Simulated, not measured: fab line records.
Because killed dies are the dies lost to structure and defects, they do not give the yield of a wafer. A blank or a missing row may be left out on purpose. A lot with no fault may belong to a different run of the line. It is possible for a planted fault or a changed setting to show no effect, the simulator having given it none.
Matching of chambers -- flow nand-harc -- NHARC_A_BLC_ALD_23 on ald-metal-02: 4 sister chambers
The step deposits TiN, target thk 3 nm, pulse time 1 s, ald cycles 150. 18 wafers are shown with their chamber, then 9 later ones without.

== EACH WAFER AND ITS CHAMBER ==
wafer,chamber,heater-power-w (W),precursor-pulse-height-rel,susceptor-temp-C (C)
L078.1,3,1300,1.043,450.14
L078.3,2,893,1.008,450.25
L078.6,0,984,1.001,450.17
L076.1,0,978,0.970,449.95
L076.2,1,1107,1.010,449.89
L076.6,3,1303,0.981,449.94
L082.1,2,909,0.999,449.68
L082.2,0,971,0.970,449.99
L082.5,0,992,1.002,449.69
L080.4,3,1249,1.001,450.34
L080.5,1,1067,0.996,449.91
L080.6,0,1004,0.967,450.28
L079.4,0,1009,0.991,450.19
L079.5,1,1114,0.985,450.04
L079.6,2,919,0.990,449.59
L085.1,0,947,0.993,450.39
L085.2,2,910,1.018,450.30
L085.6,3,1175,1.010,450.15

SIGNATURES, as means of the wafers listed above
reading,chamber 0,chamber 1,chamber 2,chamber 3,scatter within a chamber
heater-power-w,983.57,1096.00,907.75,1256.75,32.8
precursor-pulse-height-rel,0.98486,0.99700,1.00375,1.00875,0.0173
susceptor-temp-C,450.0943,449.9467,449.9550,450.1425,0.245
Rule: for each reading, subtract the chamber's mean from the wafer's reading, divide by that reading's scatter and square the result; add these up over the readings and take the root, which gives the wafer's distance from the chamber. The wafer belongs to the nearest chamber; if the next one is less than 2 further off, it can't be placed. The scatter is the square root of a quotient: the sum, over the shown wafers, of each reading's squared deviation from its chamber's mean, divided by wafers minus chambers.

== WAFERS MISSING THEIR CHAMBER ==
wafer,heater-power-w (W),precursor-pulse-height-rel,susceptor-temp-C (C)
L093.1,1210,1.025,450.10
L093.2,1072,1.008,450.36
L093.6,961,1.003,449.88
L094.1,919,0.978,450.09
L094.3,961,0.997,450.06
L094.6,1178,0.988,449.44
L096.1,941,1.017,449.47
L096.4,1195,1.002,449.75
L096.5,884,0.971,450.24

== THE CHAMBER EACH PASSED THROUGH ==
wafer,from the rows above,in truth
L093.1,3,3
L093.2,can't be placed: 1 or 0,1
L093.6,can't be placed: 0 or 2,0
L094.1,can't be placed: 2 or 0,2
L094.3,can't be placed: 0 or 2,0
L094.6,can't be placed: 1 or 3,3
L096.1,can't be placed: 2 or 0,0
L096.4,can't be placed: 3 or 1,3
L096.5,can't be placed: 2 or 0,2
Correctly placed: 1 of 9. Can't be placed from these rows: 8 (the true chamber is among the candidates in 8). Number placed wrongly: 0.
